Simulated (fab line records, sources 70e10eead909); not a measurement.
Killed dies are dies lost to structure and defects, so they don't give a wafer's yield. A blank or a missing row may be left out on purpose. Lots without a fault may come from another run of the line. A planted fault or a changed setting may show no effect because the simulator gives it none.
A struck lot beside a sound one | flow nand_harc | 15 steps out of a route of 1302
Sound: wafers L852.2, L852.3, L852.5. Struck: wafers L853.1, L853.4, L853.5. The cause comes at the end.
At each step with rows: each side's tool, then ch and its chambers, then its first start. Under that, the readings that differ: sound wafers | struck wafers | difference of the means | sigmas: that difference in standard deviations of wafers without a fault.
alike: readings whose means differ by less than 2 such deviations, and words and numbers that are the same on both sides. not compared: withheld readings, readings that some wafer has no value for, bounds like >300 that may hide the same value, and numbers for which the record gives no deviation and whose values overlap.
The two part at a step that has a row with sigmas, a row that says differs or no value, or rows on one side only. Numbers that don't overlap but have no deviation are shown without sigmas and don't part them. A reading that every wafer of one side lacks parts them only if that side has two wafers or more.

first, 2 steps without rows for these wafers: NHARC_A_CONTACT_STRIP_104 (strips in CF4/CHF3); NHARC_A_CONTACT_STRIP_105 (strips in O2/COS).
NHARC_A_CONTACT_ETCH_106: etches the open film in CF4/O2, target depth 90 nm, overetch 9 nm, time 49.5 s.
  sound on rie_diel-07 ch 2,3, day 22 05:32; struck on rie_diel-07 ch 2,3, day 23 15:11
  alike: drypump_motor_current_A, oes_product_au, rf_fwd_power_W, rf_vpp_V, showerhead_plenum_p_Torr, throttle_valve_pct
  not compared: rf_hours_counter_h
NHARC_A_CONTACT_STRIP_82: strips in O2.
  sound on rie_diel-07 ch 1,2,3; struck on rie_diel-07 ch 0,1,2
  alike: drypump_motor_current_A, oes_product_au, rf_vpp_V, showerhead_plenum_p_Torr, throttle_valve_pct
  not compared: rf_hours_counter_h
then, 1 step without rows for these wafers: NHARC_A_CONTACT_STRIP_83 (strips in post etch residue remover, time 600 s).
NHARC_A_CONTACT_DEP_84: deposits aC, target thk 2800 nm.
  sound on acl_dep-01 ch 0, day 22 07:04; struck on acl_dep-03 ch 0, day 23 15:51
  alike: throttle_valve_pct
NHARC_A_CONTACT_DEP_85: deposits SiON, target thk 60 nm.
  sound on pecvd-01 ch 1,2, day 22 08:34; struck on pecvd-03 ch 1,2, day 23 17:35
  alike: heater_power_w, rf_fwd_power_W
then, 5 steps without rows for these wafers: NHARC_A_CONTACT_DEHYDRATE_00 (time 120 s); NHARC_A_CONTACT_HMDS_01 (time 30 s); NHARC_A_CONTACT_COAT_86 (time 75 s); NHARC_A_CONTACT_COAT_87 (time 65 s); NHARC_A_CONTACT_COAT_02 (resist thk 90 nm).
NHARC_A_CONTACT_SOFTBAKE_03: time 55 s.
  sound on litho_track-06 ch 0, day 22 08:00; struck on litho_track-04 ch 0, day 23 17:00
  reading                  | sound                | struck               | difference                    | sigmas
  heater_power_total_W (W) | 188.50 188.58 188.46 | 323.43 323.40 323.39 | +134.89                       | +99 or more
  plate_temp_C (C)         | 105.08 105.02 105.37 | - - -                | no value on the struck wafers |
  alike: exhaust_pa
then, 1 step without rows for these wafers: NHARC_A_CONTACT_EBR_04.
-- the record jumps here: 3 days lie between the struck wafers' starts before and after (it left off in module A_CONTACT and takes up again in module END, whose first step shown is number 1302 of the route) --
NHARC_END_SORT_01:
  sound on prober-01 ch 0, day 26 02:37; struck on prober-01 ch 0, day 26 17:22
  alike: killed_at_array, killed_at_other, killed_at_periphery, killed_dies, killed_open, killed_short

WHERE THEY PART
Only at NHARC_A_CONTACT_SOFTBAKE_03, within this record. Later steps at which nothing parts them and some readings are alike: NHARC_END_SORT_01.

WHY: what the simulator had put in
Process parameter drift: litho_track-04, from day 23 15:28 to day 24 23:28, at NHARC_A_CONTACT_SOFTBAKE_03. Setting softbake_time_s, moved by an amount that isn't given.
